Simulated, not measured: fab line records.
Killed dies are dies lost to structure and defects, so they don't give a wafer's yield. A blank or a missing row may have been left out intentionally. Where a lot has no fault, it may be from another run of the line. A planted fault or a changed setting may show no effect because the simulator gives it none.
Chamber matching	flow nand harc	NHARC_P_STI_ETCH_42 on rie diel-10: 4 sister chambers
The step etches the open film in N2/H2, target depth 80 nm, overetch 24 nm, time 61 s. 18 wafers are shown with their chamber, then 9 later ones without.

## EACH WAFER AND ITS CHAMBER
wafer	chamber	showerhead plenum p Torr (Torr)	drypump motor current A (A)	rf vpp V (V)
L780.3	1	2.20	5.60	434.3
L780.4	0	1.96	5.07	427.5
L780.5	1	2.20	5.60	435.7
L782.1	2	2.01	5.51	429.2
L782.2	3	2.04	5.64	432.6
L782.5	3	2.04	5.66	430.0
L788.2	0	1.96	5.09	427.1
L788.4	2	2.01	5.50	429.3
L788.6	0	1.96	5.10	428.0
L789.4	3	2.04	5.66	430.3
L789.5	3	2.04	5.65	431.5
L789.6	2	2.01	5.48	431.1
L790.3	0	1.95	5.06	428.7
L790.4	1	2.20	5.59	435.3
L790.6	0	1.96	5.08	428.0
L792.1	0	1.95	5.05	427.6
L792.4	2	2.01	5.48	428.9
L792.5	3	2.04	5.66	430.9

SIGNATURES (averages over the wafers above)
reading	chamber 0	chamber 1	chamber 2	chamber 3	scatter within a chamber
showerhead plenum p Torr	1.9567	2.2000	2.0100	2.0400	0.00309
drypump motor current A	5.0750	5.5967	5.4925	5.6540	0.0142
rf vpp V	427.817	435.100	429.625	431.060	0.838
Rule: for each reading, subtract the chamber's mean from the wafer's reading, divide by that reading's scatter and square the result; add these up over the readings and take the root, which gives the wafer's distance from the chamber. The wafer belongs to the nearest chamber; if the next one is less than 2 further off, it can't be placed. The scatter: take each reading less its chamber's mean, square it, sum over the shown wafers, divide by the number of wafers less the number of chambers, and take the root.

## WAFERS WITHOUT THEIR CHAMBER
wafer	showerhead plenum p Torr (Torr)	drypump motor current A (A)	rf vpp V (V)
L794.3	2.01	5.51	429.0
L794.4	2.04	5.66	428.6
L794.5	2.04	5.67	430.9
L800.3	1.95	5.11	428.4
L800.5	2.01	5.55	429.0
L800.6	2.20	5.62	434.9
L801.3	1.95	5.06	427.7
L801.4	2.20	5.61	435.7
L801.6	2.04	5.66	430.1

## THE CHAMBER EACH PASSED THROUGH
wafer	from the rows above	in truth
L794.3	2	2
L794.4	3	3
L794.5	3	3
L800.3	0	0
L800.5	2	2
L800.6	1	1
L801.3	0	0
L801.4	1	1
L801.6	3	3
Correct placement for 9 of the 9. Can't be placed from these rows: 0. Wrongly placed: 0.
